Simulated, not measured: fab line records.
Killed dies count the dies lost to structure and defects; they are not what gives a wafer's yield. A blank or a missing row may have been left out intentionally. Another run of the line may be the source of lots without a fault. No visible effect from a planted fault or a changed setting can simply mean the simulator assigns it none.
fab line records	flow nandHarc
record lots=6	wafers=18	lastDay=34
route steps=1302 shown A_CONTACT@1054 END@1302
lots untouched by any fault: they come from a run of this same line in which no faults occurred
startH: hours from the record's opening day to when the first of the lot's shown wafers began	waitH: time in hours since the lot's previous step	" as in the row above	L1.1+2: a row that stands for several wafers	- value missing, or start not given	* or withheld: withheld	< > ~ a bound
route shown NAME@n: NAME is a module with steps in the file, n the number in the route of the first one	usual: mean/standard deviation taken from wafers without a fault	same: alike in all rows	chamber/n: place in a boat	sites: the reading at each site	_std_site: standard deviation of those values	_edge_site: mean of outer sites minus mean of inner sites	radiusMm: how far each site lies from the wafer's centre	mask NAME#n: copy n	behind: tool/chamber where the wafer was last shaped	hold: reason for holding the lot/hours on hold/outcome of the hold	device: transistor that didn't switch, given as n, p or np	end of line: the route-end tests of the same wafers	where a step has no rows: the recipe by itself	killed: dies that structure and defects cost at the first sort, which is not the same as the wafer's yield	map: shows each die of a wafer: x if killed, . if not, _ if none is there
set.NAME: the setting as run; set.NAME@STEP: as run at that earlier step	model.NAME: the simulator's own value behind a step, which no gauge read
certain route steps with their lots: each step a table, each wafer a row
services: from which hour (startH, from the record's first day; less than 0 if before it) a tool's chamber was out of use, for how many hours, and why
## steps
# step NHARC_A_CONTACT_ETCH_131
# recipe sourceW=withheld	pressureMtorr=20	biasV=3000	timeS=197	targetDepthA=19180	arFlowSccm=withheld	c4f8FlowSccm=withheld	o2FlowSccm=withheld	chemistry=C4F8/O2/Ar
# step NHARC_A_CONTACT_ETCH_132
# recipe sourceW=withheld	pressureMtorr=20	biasV=3000	timeS=197	targetDepthA=19240	arFlowSccm=withheld	c4f8FlowSccm=withheld	o2FlowSccm=withheld	chemistry=C4F8/O2/Ar
# step NHARC_A_CONTACT_ETCH_133
# recipe sourceW=withheld	pressureMtorr=20	biasV=400	timeS=374	targetDepthA=16100	arFlowSccm=withheld	c4f8FlowSccm=11.5	o2FlowSccm=7.2	chemistry=C4F8/O2/Ar
# step NHARC_A_CONTACT_ETCH_91
# recipe targetDepthA=400	overEtchFrac=0.5	timeS=85.7	ionEnergyEv=120	ch3fFlowSccm=50	o2FlowSccm=30	arFlowSccm=200	rfW=500	biasW=100	chemistry=CH3F/O2
# usual biasW=100.02/0.29	drypumpMotorCurrentA=5.9/0.47	oesProductAu=0.932/0.017	rfVppV=243.8/1.7	showerheadPlenumPTorr=2.42/0.11	throttleValvePct=20.663/0.0098
lot.wafer	tool	chamber	startH	waitH	biasW	drypumpMotorCurrentA	oesProductAu	rfHoursCounterH	rfVppV	showerheadPlenumPTorr	throttleValvePct
L645.4	rieDiel-12	0	575.14	0.5	100.05	5.6	0.934	21	242.7	2.28	20.649
L645.3	"	3	"	"	100.38	6.4	0.924	21	244.0	2.42	20.658
L645.6	"	1	"	"	99.80	6.4	0.934	-	243.3	2.36	20.673
L647.1	rieDiel-12	1	603.34	0.6	99.81	6.4	0.922	29	243.1	2.36	20.672
L647.4	"	0	"	"	99.78	5.6	0.928	29	242.2	2.27	20.648
L647.6	"	2	"	"	100.91	5.2	0.929	-	244.9	2.45	20.660
L651.2	rieDiel-12	0	614.59	0.7	99.80	5.6	0.925	32	241.8	2.27	20.653
L651.3	"	2	"	"	99.99	5.2	0.923	26	243.5	2.45	20.660
L651.1	"	3	"	"	100.10	6.4	0.938	30	244.2	2.42	20.680
L653.4	rieDiel-12	3	643.43	0.5	99.48	6.4	0.923	2	244.2	2.42	20.662
L653.2	"	1	"	"	99.75	6.4	0.939	4	242.4	2.36	20.663
L653.5	"	0	"	"	99.87	5.6	0.930	-	246.5	2.66	20.666
L652.2	rieDiel-12	0	650.63	0.7	100.20	5.6	0.924	4	247.7	2.66	20.681
L652.4	"	2	"	"	99.99	5.2	0.935	4	245.4	2.45	20.673
L652.6	"	0	"	"	99.91	5.6	0.938	-	246.9	2.66	20.671
L662.3	rieDiel-10	0	743.31	0.6	100.27	5.6	0.926	58	243.4	2.39	20.665
L662.1	"	2	"	"	100.17	5.3	0.923	45	247.6	2.62	20.669
L662.6	"	0	"	"	100.00	5.6	0.932	-	243.4	2.39	20.671
# step NHARC_A_CONTACT_ETCH_97
# recipe targetDepthA=200	overEtchFrac=0.5	timeS=10	ionEnergyEv=250	c4f6FlowSccm=25	o2FlowSccm=20	arFlowSccm=500	rfW=600	biasW=500	chemistry=C4F6/O2
# step NHARC_A_CONTACT_CD_MEAS_80
# usual cdNm=289.6/0.72
lot.wafer	tool	chamber	startH	waitH	cdNm
L645.3	cdSem-01	-	575.36	-	289.7
L645.4	"	-	"	"	289.7
L645.6	"	-	"	"	289.4
L647.1	cdSem-02	-	603.66	-	290.1
L647.4	"	-	"	"	290.3
L647.6	"	-	"	"	290.2
L651.1	cdSem-03	-	614.81	-	287.8
L651.2	"	-	"	"	288.4
L651.3	"	-	"	"	288.0
L653.2	cdSem-02	-	643.65	-	288.4
L653.4	"	-	"	"	288.7
L653.5	"	-	"	"	288.9
L652.2	cdSem-03	-	650.84	-	289.8
L652.4	"	-	"	"	289.7
L652.6	"	-	"	"	289.8
L662.1	cdSem-01	-	743.52	-	291.2
L662.3	"	-	"	"	290.2
L662.6	"	-	"	"	290.3
# step NHARC_A_CONTACT_STRIP_103
# recipe n2FlowSccm=150	h2FlowSccm=150	arFlowSccm=0	biasW=0	chemistry=N2/H2
# step NHARC_A_CONTACT_STRIP_104
# recipe cf4FlowSccm=100	chf3FlowSccm=30	arFlowSccm=0	biasW=0	chemistry=CF4/CHF3
# step NHARC_A_CONTACT_STRIP_105
# recipe o2FlowSccm=400	cosFlowSccm=20	arFlowSccm=0	biasW=0	chemistry=O2/COS
# step NHARC_A_CONTACT_ETCH_106
# recipe targetDepthA=900	overetchA=90	timeS=49.5	ionEnergyEv=100	cf4FlowSccm=80	o2FlowSccm=20	arFlowSccm=0	rfW=300	biasW=100	chemistry=CF4/O2
# usual biasW=100.07/0.27	cf4FlowSccm=79.97/0.22	drypumpMotorCurrentA=5.8/0.45	oesProductAu=1.002/0.0086	rfVppV=197.4/1.4	showerheadPlenumPTorr=1.31/0.058	throttleValvePct=13.398/0.0087
lot.wafer	tool	chamber	startH	waitH	biasW	cf4FlowSccm	drypumpMotorCurrentA	oesProductAu	rfHoursCounterH	rfVppV	showerheadPlenumPTorr	throttleValvePct
L645.3	rieDiel-10	3	575.67	0.1	99.73	79.80	6.0	1.012	49	196.4	1.27	13.411
L645.4	"	2	"	"	100.24	79.93	5.3	1.001	45	200.2	1.44	13.386
L645.6	"	0	"	"	100.21	79.89	5.6	1.008	-	196.7	1.31	13.389
L647.1	rieDiel-12	2	604.01	0.1	100.12	79.92	5.2	0.992	23	196.7	1.33	13.403
L647.4	"	0	"	"	100.04	79.84	5.6	1.002	29	195.3	1.23	13.395
L647.6	"	2	"	"	100.30	80.06	5.2	0.998	-	198.8	1.33	13.391
L651.2	rieDiel-12	2	615.10	0.1	99.91	80.14	5.2	1.003	26	199.7	1.33	13.401
L651.1	"	0	"	"	100.07	80.15	5.6	1.002	32	197.5	1.23	13.399
L651.3	"	1	"	"	99.98	79.70	6.4	1.001	33	196.6	1.28	13.406
L653.4	rieDiel-12	2	643.95	0.1	99.95	80.08	5.1	1.005	3	197.0	1.33	13.393
L653.2	"	3	"	"	99.88	80.11	6.3	0.990	2	198.1	1.31	13.400
L653.5	"	0	"	"	99.65	79.79	5.6	0.995	-	200.9	1.45	13.392
L652.2	rieDiel-10	3	651.28	0.1	100.48	80.06	6.0	1.004	21	197.3	1.26	13.416
L652.4	"	1	"	"	99.88	80.11	5.5	0.996	20	198.4	1.32	13.386
L652.6	"	3	"	"	100.18	79.97	6.0	1.004	-	196.8	1.26	13.393
L662.3	rieDiel-10	3	743.82	0.1	100.37	79.90	6.0	0.998	55	195.8	1.26	13.389
L662.1	"	1	"	"	99.94	80.11	5.5	1.004	53	198.6	1.31	13.392
L662.6	"	2	"	"	99.89	80.04	5.3	0.993	-	198.5	1.42	13.392
# step NHARC_A_CONTACT_STRIP_82
# recipe o2FlowSccm=500	arFlowSccm=0	biasW=0	chemistry=O2
# step NHARC_A_CONTACT_STRIP_83
# recipe timeS=600	tempC=30	chemistry=postEtchResidueRemover
# step NHARC_A_CONTACT_DEP_84
# recipe targetThkA=28000	tempC=400	material=aC
# usual throttleValvePct=34.999/0.0094
lot.wafer	tool	chamber	startH	waitH	throttleValvePct
L645.3	aclDep-03	0	576.93	-	34.995
L645.4	"	0	"	"	34.989
L645.6	"	0	"	"	34.984
L647.1	aclDep-02	0	605.10	-	34.999
L647.4	"	0	"	"	34.999
L647.6	"	0	"	"	34.994
L651.1	aclDep-01	0	616.85	-	35.005
L651.2	"	0	"	"	35.009
L651.3	"	0	"	"	35.001
L653.2	aclDep-01	0	644.89	-	35.003
L653.4	"	0	"	"	34.985
L653.5	"	0	"	"	35.007
L652.2	aclDep-01	0	652.84	-	35.025
L652.4	"	0	"	"	35.014
L652.6	"	0	"	"	34.998
L662.1	aclDep-01	0	749.25	-	35.011
L662.3	"	0	"	"	34.983
L662.6	"	0	"	"	35.000
# step NHARC_A_CONTACT_DEP_85
# recipe targetThkA=600	targetThkNm=60	tempC=400	pressureTorr=3.5	flowSccm=200	rfW=350	material=SiON
# usual heaterPowerW=739/110	showerheadVppV=1128/45
lot.wafer	tool	chamber	startH	waitH	heaterPowerW	showerheadVppV
L645.3	pecvd-01	1	578.09	0.9	637	1036
L645.6	"	1	"	"	627	1041
L645.4	"	2	"	"	808	1134
L647.1	pecvd-02	0	606.84	1.5	808	1135
L647.6	"	0	"	"	849	1151
L647.4	"	1	"	"	746	1071
L651.3	pecvd-02	0	618.59	0.9	813	1139
L651.1	"	1	"	"	814	1083
L651.2	"	2	"	"	769	1115
L653.2	pecvd-03	0	646.36	1.2	554	1172
L653.4	"	0	"	"	561	1179
L653.5	"	0	"	"	548	1165
L652.2	pecvd-02	1	654.33	1.2	776	1064
L652.6	"	0	"	"	674	1134
L652.4	"	2	"	"	792	1124
L662.1	pecvd-02	2	751.04	1.5	754	1137
L662.3	"	0	"	"	812	1136
L662.6	"	1	"	"	813	1089
# step NHARC_A_CONTACT_DEHYDRATE_00
# recipe tempC=150	timeS=120
# step NHARC_A_CONTACT_HMDS_01
# recipe timeS=30
# step NHARC_A_CONTACT_COAT_86
# recipe tempC=260	timeS=75
# step NHARC_A_CONTACT_COAT_87
# recipe tempC=225	timeS=65
# step NHARC_A_CONTACT_COAT_02
# recipe spinRpm=1500	resistThkNm=90
# step NHARC_A_CONTACT_SOFTBAKE_03
# recipe tempC=105	timeS=55
# step NHARC_A_CONTACT_EBR_04
# step NHARC_A_CONTACT_EXPOSE_05
# recipe na=1.35	sigmaOuter=0.8	doseMj=84.24	maskId=A_CC
# step NHARC_A_CONTACT_PEB_06
# recipe pebTempC=100	pebTimeS=65
# step NHARC_A_CONTACT_DEVELOP_07
# recipe developTimeS=35	devTempC=23
# step NHARC_A_CONTACT_CD_MEAS_08
# recipe targetCdNm=200	landingEnergyEv=500
# usual cdNm=200.2/0.58
lot.wafer	tool	chamber	startH	waitH	cdNm
L645.3	cdSem-03	0	578.70	-	200.1
L645.4	"	0	"	"	200.2
L645.6	"	0	"	"	200.9
L647.1	cdSem-02	0	607.43	-	199.6
L647.4	"	0	"	"	200.2
L647.6	"	0	"	"	199.8
L651.1	cdSem-03	0	619.31	-	201.3
L651.2	"	0	"	"	201.1
L651.3	"	0	"	"	200.5
L653.2	cdSem-03	0	647.04	-	201.0
L653.4	"	0	"	"	200.6
L653.5	"	0	"	"	200.0
L652.2	cdSem-02	0	654.90	-	200.7
L652.4	"	0	"	"	200.4
L652.6	"	0	"	"	200.4
L662.1	cdSem-01	0	751.61	-	199.5
L662.3	"	0	"	"	200.5
L662.6	"	0	"	"	200.3
# step NHARC_A_CONTACT_OVL_MEAS_09
# usual overlayXNm=-0.1/0.8	overlayYNm=-0.3/1
lot.wafer	tool	chamber	startH	waitH	overlayXNm	overlayYNm
L645.3	overlay-02	-	578.78	-	-0.6	-0.6
L645.4	"	-	"	"	-1.4	-0.5
L645.6	"	-	"	"	-1.3	-0.5
L647.1	overlay-02	-	607.52	-	0.6	-0.5
L647.4	"	-	"	"	0.7	-1.1
L647.6	"	-	"	"	0.9	-0.6
L651.1	overlay-02	-	619.40	-	1.3	0.2
L651.2	"	-	"	"	1.4	0.4
L651.3	"	-	"	"	1.9	0.8
L653.2	overlay-02	-	647.13	-	-1.1	-0.8
L653.4	"	-	"	"	-0.9	-1.2
L653.5	"	-	"	"	-0.6	-1.5
L652.2	overlay-01	-	654.98	-	-1.5	0.5
L652.4	"	-	"	"	-1.3	0.9
L652.6	"	-	"	"	-1.4	1.7
L662.1	overlay-02	-	751.70	-	-0.3	-1.5
L662.3	"	-	"	"	0.6	-1.3
L662.6	"	-	"	"	-0.3	-0.7
# step NHARC_A_CONTACT_INSPECT_10
# usual rawDefectCount=87/38
lot.wafer	tool	chamber	startH	waitH	rawDefectCount
L645.3	defectInspect-02	-	578.82	0.0	72
L645.4	"	-	"	"	56
L645.6	"	-	"	"	59
L647.1	defectInspect-02	-	607.56	0.0	122
L647.4	"	-	"	"	127
L647.6	"	-	"	"	165
L651.1	defectInspect-02	-	619.44	0.0	84
L651.2	"	-	"	"	112
L651.3	"	-	"	"	91
L653.2	defectInspect-01	-	647.17	0.0	42
L653.4	"	-	"	"	51
L653.5	"	-	"	"	56
L652.2	defectInspect-02	-	655.02	0.0	79
L652.4	"	-	"	"	67
L652.6	"	-	"	"	78
L662.1	defectInspect-01	-	751.73	0.0	119
L662.3	"	-	"	"	131
L662.6	"	-	"	"	127
# step NHARC_A_CONTACT_DESCUM_13
# recipe timeS=3	o2FlowSccm=200	arFlowSccm=0	biasPowerW=0	chemistry=O2
# step NHARC_A_CONTACT_ETCH_88
# recipe targetDepthA=390	overEtchFrac=0.3	timeS=65	ionEnergyEv=80	cf4FlowSccm=150	arFlowSccm=0	rfW=300	biasW=100	chemistry=CF4
# step NHARC_A_CONTACT_ETCH_89
# recipe targetDepthA=2600	overEtchFrac=0.3	timeS=475.3	ionEnergyEv=200	n2FlowSccm=150	h2FlowSccm=150	arFlowSccm=0	rfW=400	biasW=150	chemistry=N2/H2
# step NHARC_A_CONTACT_ETCH_30
# recipe targetDepthA=726	timeS=36.3	cf4FlowSccm=100	chf3FlowSccm=30	arFlowSccm=0	rfW=500	biasW=200	chemistry=CF4/CHF3
# step NHARC_A_CONTACT_ETCH_31
# recipe targetDepthA=28000	overEtchFrac=0.3	timeS=728	ionEnergyEv=150	o2FlowSccm=400	cosFlowSccm=20	arFlowSccm=0	rfW=500	biasW=300	chemistry=O2/COS
# step NHARC_A_CONTACT_ETCH_134
# recipe sourceW=withheld	pressureMtorr=20	biasV=withheld	timeS=140	targetDepthA=7000	arFlowSccm=withheld	c4f8FlowSccm=withheld	o2FlowSccm=withheld	chemistry=C4F8/O2/Ar
lot.wafer	tool	chamber	startH	waitH	rfHoursCounterH
L645.4	harCapEtch-02	0	580.07	-	-
L645.3	"	1	"	"	-
L645.6	"	1	"	"	-
L647.1	harCapEtch-01	1	609.05	-	18
L647.4	"	0	"	"	-
L647.6	"	1	"	"	-
L651.1	harCapEtch-02	1	620.62	-	109
L651.2	"	0	"	"	109
L651.3	"	0	"	"	-
L653.2	harCapEtch-01	1	648.35	-	26
L653.4	"	1	"	"	-
L653.5	"	1	"	"	-
L652.2	harCapEtch-01	1	656.19	-	27
L652.4	"	1	"	"	-
L652.6	"	0	"	"	-
L662.1	harCapEtch-02	0	752.92	-	132
L662.3	"	1	"	"	-
L662.6	"	0	"	"	-
# step NHARC_A_CONTACT_ETCH_135
# recipe sourceW=withheld	pressureMtorr=20	biasV=1200	timeS=311	targetDepthA=19120	arFlowSccm=withheld	c4f8FlowSccm=withheld	o2FlowSccm=withheld	chemistry=C4F8/O2/Ar
lot.wafer	tool	chamber	startH	waitH	rfHoursCounterH
L645.4	harCapEtch-02	0	580.29	0.2	-
L645.3	"	1	"	"	-
L645.6	"	1	"	"	-
L647.1	harCapEtch-01	1	609.25	0.2	18
L647.4	"	0	"	"	-
L647.6	"	1	"	"	-
L651.1	harCapEtch-02	1	620.82	0.2	109
L651.2	"	0	"	"	109
L651.3	"	0	"	"	-
L653.2	harCapEtch-01	1	648.55	0.2	26
L653.4	"	1	"	"	-
L653.5	"	1	"	"	-
L652.2	harCapEtch-01	1	656.39	0.2	28
L652.4	"	1	"	"	-
L652.6	"	0	"	"	-
L662.1	harCapEtch-02	0	753.12	0.2	132
L662.3	"	1	"	"	-
L662.6	"	0	"	"	-
# step NHARC_A_CONTACT_ETCH_136
# recipe sourceW=withheld	pressureMtorr=20	biasV=1200	timeS=311	targetDepthA=19120	arFlowSccm=withheld	c4f8FlowSccm=withheld	o2FlowSccm=withheld	chemistry=C4F8/O2/Ar
# step NHARC_A_CONTACT_ETCH_137
# recipe sourceW=withheld	pressureMtorr=20	biasV=1200	timeS=311	targetDepthA=19120	arFlowSccm=withheld	c4f8FlowSccm=withheld	o2FlowSccm=withheld	chemistry=C4F8/O2/Ar
# step NHARC_A_CONTACT_ETCH_138
# recipe sourceW=withheld	pressureMtorr=20	biasV=1200	timeS=311	targetDepthA=19140	arFlowSccm=withheld	c4f8FlowSccm=withheld	o2FlowSccm=withheld	chemistry=C4F8/O2/Ar
# step NHARC_A_CONTACT_ETCH_139
# recipe sourceW=withheld	pressureMtorr=20	biasV=400	timeS=195	targetDepthA=8400	arFlowSccm=withheld	c4f8FlowSccm=11.5	o2FlowSccm=7.2	chemistry=C4F8/O2/Ar
# step NHARC_A_CONTACT_ETCH_92
# recipe targetDepthA=400	overEtchFrac=0.5	timeS=85.7	ionEnergyEv=120	ch3fFlowSccm=50	o2FlowSccm=30	arFlowSccm=200	rfW=500	biasW=100	chemistry=CH3F/O2
# step NHARC_A_CONTACT_ETCH_98
# recipe targetDepthA=200	overEtchFrac=0.5	timeS=10	ionEnergyEv=250	c4f6FlowSccm=25	o2FlowSccm=20	arFlowSccm=500	rfW=600	biasW=500	chemistry=C4F6/O2
# step NHARC_A_CONTACT_CD_MEAS_15
# usual cdNm=190.2/0.65
lot.wafer	tool	chamber	startH	waitH	cdNm
L645.3	cdSem-02	-	582.08	-	190.1
L645.4	"	-	"	"	189.4
L645.6	"	-	"	"	190.5
L647.1	cdSem-02	-	611.14	-	189.5
L647.4	"	-	"	"	189.7
L647.6	"	-	"	"	190.1
L651.1	cdSem-01	-	622.69	-	190.4
L651.2	"	-	"	"	191.3
L651.3	"	-	"	"	190.4
L653.2	cdSem-01	-	650.41	-	191.1
L653.4	"	-	"	"	190.4
L653.5	"	-	"	"	190.6
L652.2	cdSem-01	-	658.30	-	190.9
L652.4	"	-	"	"	190.6
L652.6	"	-	"	"	190.9
L662.1	cdSem-01	-	754.99	-	189.7
L662.3	"	-	"	"	189.9
L662.6	"	-	"	"	189.9
# step NHARC_A_CONTACT_STRIP_107
# recipe n2FlowSccm=150	h2FlowSccm=150	arFlowSccm=0	biasW=0	chemistry=N2/H2
# step NHARC_END_SORT_01
# recipe tempC=25
# usual killedAtArray=53/18	killedAtOther=0.8/1.1	killedAtPeriphery=4.1/2.7	killedDies=58/18	killedOpen=3.1/1.7	killedShort=2.7/1.7
# same grossDies=677
lot.wafer	tool	chamber	startH	waitH	killedAtArray	killedAtOther	killedAtPeriphery	killedDies	killedOpen	killedShort
L653.2	prober-02	0	699.19	3.1	284	0	1	285	2	1
L653.4	prober-02	0	700.79	3.7	166	1	2	169	4	2
L653.5	prober-02	0	701.59	4.0	174	0	1	175	3	4
L652.2	prober-01	0	706.67	2.8	256	0	2	258	9	2
L652.4	prober-01	0	708.27	3.4	169	0	1	170	1	6
L652.6	prober-01	0	709.86	4.0	261	0	2	263	4	2
# killed by level:class
L653.2 A_CONTACT:areaDep=250 A_CHANNEL_HOLE_D2:chamberFilmFlake=18 A_CHANNEL_HOLE_D1:chamberFilmFlake=6 A_SLIT:chamberFilmFlake=3 A_CHANNEL_FILL_D1:chamberFilmFlake=2 A_WL_FILL:chamberFilmFlake=2 P_GATE:geometricParticle:open=1 A_ONON_D2:geometricParticle:open=1
L653.4 A_CONTACT:areaDep=126 A_CHANNEL_HOLE_D2:chamberFilmFlake=15 A_CHANNEL_HOLE_D1:chamberFilmFlake=9 A_WL_FILL:chamberFilmFlake=4 A_DECK1_JOINT:chamberFilmFlake=3 A_CHANNEL_FILL_D1:chamberFilmFlake=2 A_CONTACT:chamberFilmFlake=2 P_CONTACT:geometricParticle:short=1
L653.5 A_CONTACT:areaDep=131 A_CHANNEL_HOLE_D1:chamberFilmFlake=14 A_CHANNEL_HOLE_D2:chamberFilmFlake=13 A_WL_FILL:chamberFilmFlake=4 A_SLIT:chamberFilmFlake=2 P_GATE:geometricParticle:short=1 A_CHANNEL_FILL_D1:geometricParticle:open=1 A_DECK1_JOINT:geometricParticle:short=1
L652.2 A_CONTACT:areaDep=213 A_SLIT:chamberFilmFlake=21 A_CHANNEL_HOLE_D1:chamberFilmFlake=7 A_M0:geometricParticle:open=4 A_STAIRCASE:chamberFilmFlake=3 A_ONON_D2:geometricParticle:open=2 A_CONTACT:chamberFilmFlake=2 P_CONTACT:geometricParticle:open=1
L652.4 A_CONTACT:areaDep=119 A_SLIT:chamberFilmFlake=34 A_CHANNEL_HOLE_D1:chamberFilmFlake=5 A_STAIRCASE:chamberFilmFlake=3 A_CHANNEL_FILL_D2:geometricParticle:short=2 A_CONTACT:chamberFilmFlake=2 P_GATE:geometricParticle:open=1 A_CHANNEL_FILL_D1:geometricParticle:short=1
L652.6 A_CONTACT:areaDep=210 A_SLIT:chamberFilmFlake=27 A_CHANNEL_HOLE_D1:chamberFilmFlake=8 A_BLC:chamberFilmFlake=5 A_STAIRCASE:chamberFilmFlake=3 A_WL_FILL:chamberFilmFlake=2 P_CONTACT:geometricParticle:open=1 P_M1:geometricParticle:short=1
# map L652.6 (x killed, . not)
____________.____________
_________......._________
_______..........._______
______.............______
_____.....xxx.x....._____
____...x..x...x....x.____
____......x.x.x......____
___....xxxx..xx...x...___
___......xx.xxx.x.xx..___
__...x.x..x.xxxx.x.x...__
__.....xx...xx.xxx.....__
_....x..xxxxxxxx..x.x..._
_..x..xxxxxxxx.x.xx....._
_...xxxxx.xxxxx.xx......_
_......xx.xxxxxxxx......_
_...xxxxxxxxxxxxxxxx...._
......xxxx.xxxxxxxx......
......xxx.xxx.xxxxx.xx...
.....xxxxx.xxxxxxx.......
....xxx.x.xxxxxxxx.......
....x..xxxxx.xxxxx.x.....
_..x..xxxxx..xxxx.xx...._
_.....xxxxxxx.xxx...x..._
_...x..xxx...xx.xx......_
_......xx.xxxxxxxx......_
_...x....xxxxxxx........_
__...x.xxx...xx........__
__.xxx..xx..xxx.xxx....__
___x.xxx..x.x.....x...___
___xxxxx..........x...___
____xxxx.x.x..x......____
____xxxxx..x.x.......____
_____x.......x......_____
______xx....x......______
_______....x......_______
_________......._________
____________.____________
# map L653.2 (x killed, . not)
____________.____________
_________......._________
_______.xx........_______
______.x...........______
_____............x.._____
____...x..x.x........____
____.....x.xx....x...____
___...x.x..xx.x.x.....___
___...xxx.xxxx.xx.....___
__....x..xxx.xx.xx.....__
__...xxxxxx.xxxx.x.....__
_......xxxxxxxx.x......._
_....xxxxxxxxxxx..x..x.._
_.....xxxx.xxxxxxxxx...._
_.xxxxxxxxxxxxxxxxxx...._
_....x.xxxxxxxxx.x.x...._
....xxxxxxxxxxxx.xxxx....
....xxxxx.xxxxxxxx.......
..xx.xxxxxxxxxx.xxxx.....
...xxxxxxxxxxxxxxxx......
..x..xxxxxxxxxxxx.xxx....
_....xxxxxxxxxx.xxx....._
_..x.xxxxxxxxxxxxx......_
_.....xxxxxx.xxxxx......_
_....x.xxx.xxxxxx..x...._
_....xx.x..xxxxxx......._
__.....xxxxxxxxx.......__
__...x..x..xxx.x.......__
___x.....xx.xx.x......___
___..x...xxxx.........___
____x.x....xx..x.....____
____x.x....x..x......____
_____....x.x........_____
______.....x..x....______
_______......x...._______
_________......._________
____________.____________
## services
tool	chamber	startH	hours	kind
rieDiel-10	-	552.61	1.2	repair
pecvd-02	-	554.52	0.4	repair
harCapEtch-01	-	574.63	0.6	repair
pecvd-02	-	589.41	13.0	pm
rieDiel-10	-	597.98	9.0	pm
pecvd-02	-	604.92	1.7	repair
aclDep-02	-	606.82	13.0	pm
pecvd-03	-	612.10	0.4	repair
rieDiel-12	-	623.21	9.0	pm
pecvd-03	1	629.25	18.9	repair
pecvd-01	0	653.65	6.4	repair
rieDiel-10	1	655.03	5.8	repair
rieDiel-10	2	658.19	6.1	repair
aclDep-03	-	663.38	13.0	pm
pecvd-02	2	672.55	2.8	repair
pecvd-01	-	673.45	13.0	pm
pecvd-02	2	687.57	4.2	repair
pecvd-02	1	694.86	29.7	repair
rieDiel-10	2	711.88	7.7	repair
rieDiel-12	1	722.84	4.8	repair
rieDiel-10	1	725.70	2.9	repair
aclDep-01	-	732.61	13.0	pm
harCapEtch-02	-	736.90	0.4	repair
rieDiel-12	0	741.53	2.4	repair
## key
firstSign step=NHARC_END_SORT_01	reading=killedAtArray	direction=up	sigmas=9.1	usual=53	struck=218
effect step=NHARC_END_SORT_01	reading=killedDies	direction=up	sigmas=8.9	usual=58	struck=220
moreKillsBornAt NHARC_A_CONTACT_DEP_84@aclDep-01=1049
metAt NHARC_A_CONTACT_DEP_84
struckWafers L652.2,L652.4,L652.6,L653.2,L653.4,L653.5
testerLeftOut L652,L653
onsetBetween 616.85 644.89
alsoFits NHARC_A_CONTACT_ETCH_91:rieDiel-12,NHARC_A_CONTACT_ETCH_134:harCapEtch-01,NHARC_A_CONTACT_ETCH_135:harCapEtch-01
fault kind=processParameterDrift	tool=aclDep-01	chamber=0	onsetH=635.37	steps=NHARC_A_CONTACT_DEP_84	channel=targetThkA	offset=*	shape=step	endH=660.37	actsIn=*	stated=*
# testerLeftOut: of these lots the tester's yield and bins aren't shown, on N5 and GAA mostly nor the transistor test; their killed dies are dies lost to structure and defects alone, not to doping, threshold or leakage, so they don't give the yield
